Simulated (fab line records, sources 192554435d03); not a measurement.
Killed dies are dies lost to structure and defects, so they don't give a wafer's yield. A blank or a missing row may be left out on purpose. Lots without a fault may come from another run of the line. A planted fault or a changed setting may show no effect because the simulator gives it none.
Chamber matching | flow n5_finfet | N5_MOL_CONTACT_COAG_ETCH_106 on rie_diel-03: 4 sister chambers
The step etches SOC in N2/H2, target depth 80 nm, overetch 16 nm, time 120 s. 4 wafers are shown with their chamber, then 12 later ones without.

WAFERS WITH THEIR CHAMBER
wafer  | chamber | showerhead_plenum_p_Torr (Torr)
L088.5 | 1       | 2.57
L090.1 | 3       | 2.41
L090.2 | 2       | 2.55
L090.3 | 0       | 2.66

WAFERS WITHOUT THEIR CHAMBER
wafer  | showerhead_plenum_p_Torr (Torr)
L090.4 | 2.57
L090.5 | 2.57
L090.6 | 2.54
L091.3 | 2.57
L091.5 | 2.41
L091.6 | 2.66
L094.1 | 2.66
L094.2 | 2.54
L094.5 | 2.54
L097.2 | 2.54
L097.4 | 2.66
L097.5 | 2.56

WHICH CHAMBER EACH WENT THROUGH
wafer  | from the rows above     | in truth
L090.4 | 1                       | 1
L090.5 | 1                       | 1
L090.6 | 2                       | 2
L091.3 | 1                       | 1
L091.5 | 3                       | 3
L091.6 | 0                       | 0
L094.1 | 0                       | 0
L094.2 | 2                       | 2
L094.5 | 2                       | 2
L097.2 | 2                       | 2
L097.4 | 0                       | 0
L097.5 | can't be placed: 1 or 2 | 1
Placed correctly: 11 of 12. Can't be placed from these rows: 1 (the true chamber is among the candidates in 1). Placed wrongly: 0.
How it was worked out, from the rows above alone: a wafer's distance from a chamber is the root of the sum, over the readings, of the square of ((its reading less the chamber's mean) divided by the reading's scatter). The wafer belongs to the nearest chamber; if the next one is less than 2 further off, it can't be placed. A chamber's mean is the mean of its shown wafers. The scatter: with one shown wafer a chamber, the root of the mean of the squares of how far each hidden wafer lies from its nearest shown one.
